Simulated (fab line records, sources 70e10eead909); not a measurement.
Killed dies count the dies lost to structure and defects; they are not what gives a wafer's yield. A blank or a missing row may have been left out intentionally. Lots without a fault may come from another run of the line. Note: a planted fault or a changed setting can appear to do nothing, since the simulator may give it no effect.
fab line records | flow nandHarc
record lots=5 | wafers=15 | lastDay=27
route steps=1159 shown P_M2@339 P_BONDPAD@351 END@1159
lots untouched by any fault: they come from a run of this same line in which no faults occurred
startH: hours from the record's opening day to when the first of the lot's shown wafers began | waitH: hours from the lot's prior step to this one | " as in the row above | L1.1+2: one row covering several wafers at once | - no value, or no start was given | * or withheld: withheld | < > ~ a bound
route shown NAME@n: NAME is a module with steps in the file, n the number in the route of the first one | usual: mean and standard deviation over wafers with no fault | same: alike in all rows | chamber/n: place in a boat | sites: each site's reading | _std_site: the standard deviation of these | _edge_site: mean of outer sites minus mean of inner sites | radiusMm: for every site, how far away it sits from the centre of the wafer | mask NAME#n: copy n | behind: the tool/chamber that last shaped the wafer | hold: reason for holding the lot/hours on hold/outcome of the hold | device: whichever transistor did not switch (one of n, p or np) | end of line: tests run on the same wafers once the route is complete | for a step that has no rows: nothing shown but its recipe | killed: count of dies lost to structure and defects at first sort (not the wafer's yield) | map: dies across one wafer; x = killed, . = not, _ = none there
set.NAME: setting as actually run; set.NAME@STEP: the setting as run at that earlier step | model.NAME: the simulator's own value behind a step, which no gauge read
lots at selected steps of the route; one table per step, one row per wafer
services: from which hour (startH, from the record's first day; less than 0 if before it) a tool's chamber was out of use, for how many hours, and why
## steps
# step NHARC_P_M2_PRE_CLEAN_30
# recipe timeS=30 | tempC=280 | gas=H2/He
# usual heaterPowerW=423/35
lot.wafer | tool          | chamber | startH | waitH | heaterPowerW
L610.3    | pvdSputter-01 | -       | -      | -     | 426
L610.2    | "             | -       | "      | "     | 417
L610.5    | "             | -       | "      | "     | 411
L615.3    | pvdSputter-01 | -       | -      | -     | 414
L615.1    | "             | -       | "      | "     | 440
L615.5    | "             | -       | "      | "     | 464
L614.1    | pvdSputter-02 | -       | -      | -     | 397
L614.6    | "             | -       | "      | "     | 414
L614.5    | "             | -       | "      | "     | 396
L629.3    | pvdSputter-02 | -       | -      | -     | 488
L629.4    | "             | -       | "      | "     | 402
L629.1    | "             | -       | "      | "     | 377
L630.2    | pvdSputter-03 | -       | -      | -     | 413
L630.1    | "             | -       | "      | "     | 461
L630.5    | "             | -       | "      | "     | 464
# step NHARC_P_M2_PVD_20
# recipe targetThkA=50 | biasV=168.6 | powerW=15000 | chamberPressurePa=0.12 | timeS=8.06 | substrateTempC=50 | material=TaN
# usual chamberPressurePa=0.12002/0.00024 | throttleValvePct=29.9/0.85
lot.wafer | tool          | chamber | startH | waitH | chamberPressurePa | throttleValvePct
L610.3    | pvdSputter-01 | -       | -      | -     | 0.11977           | 30.5
L610.2    | "             | -       | "      | "     | 0.12002           | 28.2
L610.5    | "             | -       | "      | "     | 0.11968           | 28.4
L615.1    | pvdSputter-01 | -       | -      | -     | 0.12004           | 28.4
L615.3    | "             | -       | "      | "     | 0.12028           | 28.0
L615.5    | "             | -       | "      | "     | 0.12053           | 31.0
L614.1    | pvdSputter-02 | -       | -      | -     | 0.12034           | 29.9
L614.5    | "             | -       | "      | "     | 0.12042           | 30.4
L614.6    | "             | -       | "      | "     | 0.11998           | 30.2
L629.1    | pvdSputter-02 | -       | -      | -     | 0.12051           | 30.4
L629.3    | "             | -       | "      | "     | 0.12011           | 29.4
L629.4    | "             | -       | "      | "     | 0.12007           | 30.1
L630.1    | pvdSputter-03 | -       | -      | -     | 0.1196            | 29.1
L630.2    | "             | -       | "      | "     | 0.11997           | 31.0
L630.5    | "             | -       | "      | "     | 0.12044           | 31.1
# step NHARC_P_M2_PVD_21
# recipe targetThkA=300 | chamberPressurePa=5 | powerW=5000 | substrateTempC=30 | timeS=20.49 | material=Cu
# step NHARC_P_M2_ECD_22
# recipe targetThkA=4000 | bathTempC=25 | material=Cu
# step NHARC_P_M2_ANNEAL_31
# recipe tempC=225 | timeS=90
# step NHARC_P_M2_CMP_23
# recipe tOverpolishS=20 | targetThkNm=144.3
# usual motorCurrentA=11.8/1.2 | padLifeWafers=222/120 | retainingRingPressureFrac=1.000/0.0046 | timeToEndpointS=28.0/2
lot.wafer | tool   | chamber | startH | waitH | motorCurrentA | padLifeWafers | retainingRingPressureFrac | timeToEndpointS
L610.3    | cmp-04 | 2       | 142.23 | -     | 12.9          | 193           | 1.004                     | 28.1
L610.2    | "      | 0       | "      | "     | 10.3          | 195           | 0.998                     | 30.1
L610.5    | "      | 1       | "      | "     | 11.9          | -             | 1.013                     | 28.5
L615.3    | cmp-04 | 1       | 170.36 | -     | 12.2          | 330           | 1.000                     | 27.6
L615.1    | "      | 3       | "      | "     | 11.2          | 332           | 1.006                     | 28.4
L615.5    | "      | 2       | "      | "     | 12.6          | -             | 0.999                     | 28.5
L614.1    | cmp-01 | 2       | 172.17 | -     | 13.9          | 303           | 1.002                     | 25.5
L614.5    | "      | 3       | "      | "     | 11.8          | -             | 0.991                     | 28.3
L614.6    | "      | 0       | "      | "     | 10.6          | -             | 1.009                     | 24.1
L629.1    | cmp-04 | 3       | 255.31 | -     | 11.1          | 270           | 0.999                     | 32.5
L629.4    | "      | 1       | "      | "     | 13.0          | 272           | 0.998                     | 30.8
L629.3    | "      | 2       | "      | "     | 12.0          | 273           | 0.998                     | 29.4
L630.2    | cmp-02 | 2       | 272.82 | -     | 10.1          | 240           | 1.004                     | 23.8
L630.1    | "      | 0       | "      | "     | 13.3          | 242           | 0.998                     | 26.8
L630.5    | "      | 3       | "      | "     | 11.6          | -             | 1.001                     | 23.9
# step NHARC_P_M2_THK_MEAS_24
# recipe thkMeasGauge=xrf
# usual thkNm=144.1/1.3
lot.wafer | tool         | chamber | startH | waitH | thkNm
L610.2    | filmMetro-01 | -       | 142.52 | -     | 145.0
L610.3    | "            | -       | "      | "     | 144.4
L610.5    | "            | -       | "      | "     | 142.3
L615.1    | filmMetro-02 | -       | 170.68 | -     | 142.8
L615.3    | "            | -       | "      | "     | 144.8
L615.5    | "            | -       | "      | "     | 145.0
L614.1    | filmMetro-01 | -       | 172.40 | -     | 143.4
L614.5    | "            | -       | "      | "     | 143.5
L614.6    | "            | -       | "      | "     | 145.2
L629.1    | filmMetro-01 | -       | 255.63 | -     | 146.7
L629.3    | "            | -       | "      | "     | 145.3
L629.4    | "            | -       | "      | "     | 144.3
L630.1    | filmMetro-02 | -       | 273.14 | -     | 141.1
L630.2    | "            | -       | "      | "     | 144.4
L630.5    | "            | -       | "      | "     | 142.5
# step NHARC_P_M2_SRD_25
# step NHARC_P_M2_INSPECT_27
# usual rawDefectCount=295/97
lot.wafer | tool             | chamber | startH | waitH | rawDefectCount
L610.2    | defectInspect-01 | -       | 142.68 | 0.0   | 212
L610.3    | "                | -       | "      | "     | 315
L610.5    | "                | -       | "      | "     | 231
L615.1    | defectInspect-01 | -       | 170.83 | 0.0   | 421
L615.3    | "                | -       | "      | "     | 279
L615.5    | "                | -       | "      | "     | 229
L614.1    | defectInspect-01 | -       | 172.56 | 0.0   | 397
L614.5    | "                | -       | "      | "     | 448
L614.6    | "                | -       | "      | "     | 582
L629.1    | defectInspect-02 | -       | 255.78 | 0.0   | 272
L629.3    | "                | -       | "      | "     | 226
L629.4    | "                | -       | "      | "     | 199
L630.1    | defectInspect-02 | -       | 273.31 | 0.0   | 328
L630.2    | "                | -       | "      | "     | 285
L630.5    | "                | -       | "      | "     | 375
# step NHARC_P_M2_PRE_CLEAN_32
# recipe timeS=12 | tempC=370 | rfPowerW=300 | gas=NH3
# usual heaterPowerW=623/59
lot.wafer | tool     | chamber | startH | waitH | heaterPowerW
L610.2    | pecvd-04 | 2       | 142.76 | 0.1   | 596
L610.3    | "        | 0       | "      | "     | 583
L610.5    | "        | 2       | "      | "     | 610
L615.1    | pecvd-03 | 1       | 170.90 | 0.1   | 518
L615.3    | "        | 0       | "      | "     | 599
L615.5    | "        | 1       | "      | "     | 531
L614.1    | pecvd-03 | 2       | 172.62 | 0.1   | 722
L614.5    | "        | 2       | "      | "     | 713
L614.6    | "        | 0       | "      | "     | 582
L629.1    | pecvd-04 | 0       | 255.85 | 0.1   | 660
L629.3    | "        | 1       | "      | "     | 622
L629.4    | "        | 0       | "      | "     | 664
L630.1    | pecvd-01 | 2       | 273.39 | 0.1   | 726
L630.2    | "        | 0       | "      | "     | 660
L630.5    | "        | 2       | "      | "     | 708
# step NHARC_P_M2_DEP_33
# recipe targetThkA=300 | tempC=370 | targetThkNm=30 | pressureTorr=3 | flowSccm=200 | rfW=450 | material=SiCN
# usual heaterPowerW=568/57 | rfFwdPowerW=449.0/1.4 | showerheadVppV=1327/32
lot.wafer | tool     | chamber | startH | waitH | heaterPowerW | rfFwdPowerW | showerheadVppV
L610.2    | pecvd-04 | 2       | 142.87 | 0.1   | 550          | 450.1       | 1377
L610.3    | "        | 0       | "      | "     | 538          | 450.7       | 1348
L610.5    | "        | 2       | "      | "     | 565          | 448.8       | 1328
L615.1    | pecvd-03 | 1       | 170.98 | 0.1   | 554          | 450.5       | 1401
L615.3    | "        | 0       | "      | "     | 519          | 450.6       | 1330
L615.5    | "        | 1       | "      | "     | 548          | 448.4       | 1412
L614.1    | pecvd-03 | 2       | 172.70 | 0.1   | 602          | 448.6       | 1289
L614.5    | "        | 2       | "      | "     | 621          | 448.6       | 1291
L614.6    | "        | 0       | "      | "     | 438          | 448.3       | 1300
L629.1    | pecvd-04 | 0       | 255.93 | 0.1   | 620          | 453.1       | 1321
L629.3    | "        | 1       | "      | "     | 533          | 449.5       | 1292
L629.4    | "        | 0       | "      | "     | 611          | 450.4       | 1343
L630.1    | pecvd-01 | 2       | 273.50 | 0.1   | 611          | 449.2       | 1321
L630.2    | "        | 0       | "      | "     | 678          | 448.7       | 1352
L630.5    | "        | 2       | "      | "     | 601          | 449.0       | 1340
# step NHARC_P_BONDPAD_DEP_00
# recipe targetThkA=2500 | tempC=370 | targetThkNm=250 | pressureTorr=3 | flowSccm=200 | rfW=450 | material=SiCN
# usual heaterPowerW=551/53 | rfFwdPowerW=449.0/1.5 | showerheadVppV=1328/39
lot.wafer | tool     | chamber | startH | waitH | heaterPowerW | rfFwdPowerW | showerheadVppV
L610.3    | pecvd-03 | 1       | 143.24 | -     | 497          | 448.7       | 1399
L610.2    | "        | 0       | "      | "     | 513          | 450.6       | 1284
L610.5    | "        | 1       | "      | "     | 504          | 451.1       | 1384
L615.1    | pecvd-04 | 2       | 171.42 | -     | 585          | 446.1       | 1349
L615.3    | "        | 0       | "      | "     | 498          | 450.4       | 1324
L615.5    | "        | 0       | "      | "     | 498          | 450.9       | 1353
L614.1    | pecvd-04 | 0       | 173.30 | -     | 515          | 449.1       | 1349
L614.5    | "        | 1       | "      | "     | 513          | 449.7       | 1288
L614.6    | "        | 0       | "      | "     | 524          | 447.5       | 1342
L629.1    | pecvd-04 | 0       | 256.32 | -     | 488          | 449.1       | 1349
L629.3    | "        | 1       | "      | "     | 535          | 448.1       | 1283
L629.4    | "        | 0       | "      | "     | 539          | 449.7       | 1347
L630.2    | pecvd-03 | 0       | 273.87 | -     | 547          | 268.4       | 1016
L630.1    | "        | 1       | "      | "     | 565          | 449.8       | 1395
L630.5    | "        | 0       | "      | "     | 548          | 269.6       | 1004
# step NHARC_P_BONDPAD_CMP_32
# recipe targetThkNm=200 | material=SiCN
# step NHARC_END_SORT_01
# recipe tempC=25
# usual defectLimitedYield=95.4/1.6 | killedAtArray=28/11 | killedAtOther=0.9/1.2 | killedAtPeriphery=2.6/2.1 | killedDies=31/11 | killedOpen=3.1/1.7 | killedShort=1.9/1.3 | sort_bin_2_pct=1.5/0.64 | sort_bin_3_pct=0.26/0.21 | sort_bin_4_pct=2.9/1.1 | sortNPass=646/11 | sortRimYieldPct=96.4/2.3 | sortYieldPct=95.4/1.6
# same grossDies=677 | sort_bin_5_pct[%]=0 | sort_bin_6_pct[%]=0 | sort_bin_7_pct[%]=0 | sort_bin_8_pct[%]=0 | sortRimNGross=106.00
lot.wafer | tool      | chamber | startH | waitH | defectLimitedYield[%] | killedAtArray | killedAtOther | killedAtPeriphery | killedDies | killedOpen | killedShort | sort_bin_2_pct[%] | sort_bin_3_pct[%] | sort_bin_4_pct[%] | sortNPass | sortRimYieldPct[%] | sortYieldPct[%]
L610.2    | prober-02 | 0       | 492.86 | 2.8   | 97.0                  | 17            | 1             | 2                 | 20         | 7          | 4           | 1.0               | 0                 | 1.9               | 657       | 98.1               | 97.0
L610.3    | prober-02 | 0       | 493.67 | 3.1   | 98.1                  | 12            | 0             | 1                 | 13         | 2          | 2           | 0.4               | 0.44              | 1.0               | 664       | 100.0              | 98.1
L610.5    | prober-02 | 0       | 495.28 | 3.7   | 96.3                  | 22            | 0             | 3                 | 25         | 3          | 1           | 1.0               | 0.30              | 2.4               | 652       | 96.2               | 96.3
L615.1    | prober-01 | 0       | 564.63 | 2.5   | 94.4                  | 33            | 1             | 4                 | 38         | 3          | 3           | 1.9               | 0.59              | 3.1               | 639       | 98.1               | 94.4
L615.3    | prober-01 | 0       | 566.23 | 3.1   | 95.1                  | 32            | 0             | 1                 | 33         | 3          | 1           | 1.6               | 0.30              | 3.0               | 644       | 98.1               | 95.1
L615.5    | prober-01 | 0       | 567.83 | 3.7   | 95.0                  | 33            | 1             | 0                 | 34         | 6          | 4           | 1.8               | 0                 | 3.2               | 643       | 97.2               | 95.0
L614.1    | prober-02 | 0       | 586.33 | 2.5   | 97.9                  | 10            | 3             | 1                 | 14         | 4          | 3           | 0.1               | 0.15              | 1.8               | 663       | 97.2               | 97.9
L614.5    | prober-02 | 0       | 589.55 | 3.7   | 97.5                  | 16            | 1             | 0                 | 17         | 4          | 2           | 0.4               | 0.30              | 1.8               | 660       | 97.2               | 97.5
L614.6    | prober-02 | 0       | 590.36 | 4.0   | 97.2                  | 14            | 2             | 3                 | 19         | 4          | 2           | 0.6               | 0.15              | 2.1               | 658       | 99.1               | 97.2
L630.1    | prober-01 | 0       | 624.89 | 2.5   | 95.1                  | 30            | 1             | 2                 | 33         | 3          | 0           | 1.8               | 0.30              | 2.8               | 644       | 94.3               | 95.1
L630.2    | prober-01 | 0       | 625.69 | 2.8   | 94.7                  | 33            | 1             | 2                 | 36         | 1          | 2           | 1.3               | 0.59              | 3.4               | 641       | 95.3               | 94.7
L630.5    | prober-01 | 0       | 628.10 | 3.7   | 95.9                  | 23            | 1             | 4                 | 28         | 3          | 3           | 1.2               | 0.59              | 2.4               | 649       | 91.5               | 95.9
L629.1    | prober-02 | 0       | 637.26 | 2.5   | 94.2                  | 36            | 3             | 0                 | 39         | 1          | 2           | 1.6               | 0.30              | 3.8               | 638       | 95.3               | 94.2
L629.3    | prober-02 | 0       | 638.83 | 3.1   | 95.6                  | 28            | 0             | 2                 | 30         | 1          | 2           | 1.6               | 0.30              | 2.5               | 647       | 97.2               | 95.6
L629.4    | prober-02 | 0       | 639.62 | 3.4   | 95.4                  | 27            | 2             | 2                 | 31         | 3          | 1           | 1.2               | 0.59              | 2.8               | 646       | 97.2               | 95.4
# killed by level:class
L610.2 A_CHANNEL_HOLE_D1:chamberFilmFlake=3 A_STAIRCASE:chamberFilmFlake=3 A_M0:geometricParticle:open=2 A_SLIT:chamberFilmFlake=2 P_GATE:geometricParticle:open=1 P_M1:geometricParticle:short=1 A_ONON_D1:geometricParticle:open=1 A_ONON_D1:geometricParticle:short=1
L610.3 A_SLIT:chamberFilmFlake=5 A_M0:geometricParticle:open=2 A_STAIRCASE:chamberFilmFlake=2 A_SGD_CUT:geometricParticle:short=1 A_WL_FILL:geometricParticle:short=1 P_GATE:chamberFilmFlake=1 A_CHANNEL_HOLE_D1:chamberFilmFlake=1
L610.5 A_SLIT:chamberFilmFlake=6 A_CHANNEL_HOLE_D1:chamberFilmFlake=4 A_STAIRCASE:chamberFilmFlake=4 A_CONTACT:geometricParticle:open=2 P_GATE:chamberFilmFlake=2 A_WL_FILL:chamberFilmFlake=2 A_WL_FILL:geometricParticle:short=1 A_WL_FILL:geometricParticle:open=1
L615.1 A_CHANNEL_HOLE_D1:chamberFilmFlake=18 A_CONTACT:chamberFilmFlake=6 A_CHANNEL_FILL_D1:chamberFilmFlake=3 A_CHANNEL_FILL_D1:geometricParticle:short=2 P_M1:chamberFilmFlake=2 P_M0:geometricParticle:open=1 A_ONON_D1:geometricParticle:short=1 A_ONON_D1:geometricParticle:open=1
L615.3 A_CHANNEL_HOLE_D1:chamberFilmFlake=17 A_CONTACT:chamberFilmFlake=8 A_CONTACT:geometricParticle:open=2 A_STAIRCASE:chamberFilmFlake=2 P_CONTACT:geometricParticle:open=1 A_CHANNEL_HOLE_D1:geometricParticle:short=1 A_ZERO_WELL:chamberFilmFlake=1 A_CHANNEL_FILL_D1:chamberFilmFlake=1
L615.5 A_CHANNEL_HOLE_D1:chamberFilmFlake=18 A_CONTACT:geometricParticle:open=3 A_CONTACT:chamberFilmFlake=3 A_ONON_D1:geometricParticle:open=2 A_CHANNEL_HOLE_D1:geometricParticle:open=1 A_CHANNEL_FILL_D1:geometricParticle:short=1 A_WL_FILL:geometricParticle:short=1 A_CONTACT:geometricParticle:short=1
L614.1 THIN_TSV:chamberFilmFlake=3 A_M0:geometricParticle:open=2 P_M0:geometricParticle:open=1 A_ONON_D1:geometricParticle:open=1 A_SGD_CUT:geometricParticle:short=1 A_WL_FILL:geometricParticle:short=1 A_CONTACT:geometricParticle:short=1 A_CHANNEL_HOLE_D1:chamberFilmFlake=1
L614.5 A_CHANNEL_HOLE_D1:chamberFilmFlake=4 A_CONTACT:chamberFilmFlake=3 A_M0:geometricParticle:open=2 A_M0:chamberFilmFlake=2 A_CHANNEL_HOLE_D1:geometricParticle:short=1 A_CHANNEL_HOLE_D1:geometricParticle:open=1 A_CONTACT:geometricParticle:open=1 A_M0:geometricParticle:short=1
L614.6 A_CHANNEL_HOLE_D1:chamberFilmFlake=7 THIN_TSV:chamberFilmFlake=2 P_M1:geometricParticle:open=1 A_ONON_D1:geometricParticle:short=1 A_CONTACT:geometricParticle:open=1 A_M0:geometricParticle:open=1 A_M0:geometricParticle:short=1 A_M1:geometricParticle:open=1
L630.1 A_SLIT:chamberFilmFlake=15 A_CHANNEL_HOLE_D1:chamberFilmFlake=9 P_CONTACT:geometricParticle:open=1 A_CONTACT:geometricParticle:open=1 A_M0:geometricParticle:open=1 P_ZERO_WELL:chamberFilmFlake=1 A_STAIRCASE:chamberFilmFlake=1 A_CONTACT:chamberFilmFlake=1
L630.2 A_SLIT:chamberFilmFlake=20 A_CHANNEL_HOLE_D1:chamberFilmFlake=5 A_STAIRCASE:chamberFilmFlake=3 P_STI:chamberFilmFlake=2 A_CONTACT:chamberFilmFlake=2 A_WL_FILL:geometricParticle:short=1 A_CONTACT:geometricParticle:open=1 A_CONTACT:geometricParticle:short=1
L630.5 A_SLIT:chamberFilmFlake=9 A_CHANNEL_HOLE_D1:chamberFilmFlake=7 P_CONTACT:chamberFilmFlake=2 P_GATE:geometricParticle:short=1 P_CONTACT:geometricParticle:open=1 A_CHANNEL_FILL_D1:geometricParticle:short=1 A_STAIRCASE:geometricParticle:short=1 A_CONTACT:geometricParticle:open=1
L629.1 A_CHANNEL_HOLE_D1:chamberFilmFlake=28 THIN_TSV:chamberFilmFlake=3 A_CONTACT:chamberFilmFlake=2 A_SOURCE_PLATE:geometricParticle:short=1 A_ONON_D1:geometricParticle:short=1 A_CONTACT:geometricParticle:open=1 A_STAIRCASE:chamberFilmFlake=1 A_SLIT:chamberFilmFlake=1
L629.3 A_CHANNEL_HOLE_D1:chamberFilmFlake=22 A_CONTACT:chamberFilmFlake=2 P_M0:geometricParticle:short=1 A_SOURCE_PLATE:geometricParticle:open=1 A_SGD_CUT:geometricParticle:short=1 P_GATE:chamberFilmFlake=1 A_CHANNEL_FILL_D1:chamberFilmFlake=1 A_SLIT:chamberFilmFlake=1
L629.4 A_CHANNEL_HOLE_D1:chamberFilmFlake=21 P_GATE:chamberFilmFlake=2 A_STAIRCASE:chamberFilmFlake=2 A_CHANNEL_FILL_D1:geometricParticle:open=1 A_CHANNEL_FILL_D1:geometricParticle:short=1 A_SLIT:geometricParticle:open=1 STARTING-WAFER:geometricParticle:open=1 A_CONTACT:chamberFilmFlake=1
## services
tool          | chamber | startH | hours | kind
cmp-01        | -       | 122.47 | 1.8   | repair
pecvd-03      | 0       | 124.00 | -     | clean
pvdSputter-01 | -       | 124.79 | 1.1   | repair
cmp-02        | -       | 128.50 | 4.0   | pm
pvdSputter-02 | -       | 140.30 | 20.0  | repair
pvdSputter-01 | -       | 158.00 | 10.0  | pm
cmp-02        | -       | 185.28 | 1.5   | repair
pecvd-04      | -       | 195.00 | 13.0  | pm
pecvd-04      | 0       | 195.00 | 13.0  | ventCycle
pecvd-04      | 1       | 195.00 | 13.0  | ventCycle
pecvd-04      | 2       | 195.00 | 13.0  | ventCycle
cmp-01        | -       | 198.27 | 10.9  | repair
cmp-04        | -       | 203.00 | 4.0   | pm
pvdSputter-03 | -       | 204.12 | 0.7   | repair
pecvd-04      | 0       | 208.00 | -     | clean
pecvd-04      | 1       | 208.00 | -     | clean
pecvd-04      | 2       | 208.00 | -     | clean
pvdSputter-02 | -       | 214.00 | 10.0  | pm
cmp-01        | -       | 217.85 | 2.2   | repair
cmp-02        | -       | 226.50 | 4.0   | pm
pecvd-01      | -       | 237.53 | 13.0  | pm
cmp-01        | -       | 240.85 | 0.6   | repair
cmp-04        | -       | 242.67 | 4.3   | repair
pvdSputter-02 | -       | 246.93 | 1.6   | repair
## key
firstSign step=NHARC_P_BONDPAD_DEP_00 | reading=rfFwdPowerW | direction=down | sigmas=99+ | usual=* | struck=*
effect step=NHARC_P_BONDPAD_DEP_00 | reading=showerheadVppV | direction=down | sigmas=8.2 | usual=1328 | struck=1010
metAt NHARC_P_BONDPAD_DEP_00
struckWafers L630.2,L630.5
onsetBetween 143.24 273.87
fault kind=processParameterDrift | tool=pecvd-03 | chamber=0 | onsetH=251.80 | steps=NHARC_P_BONDPAD_DEP_00 | channel=rfW | offset=* | shape=step | endH=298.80 | actsIn=* | stated=*
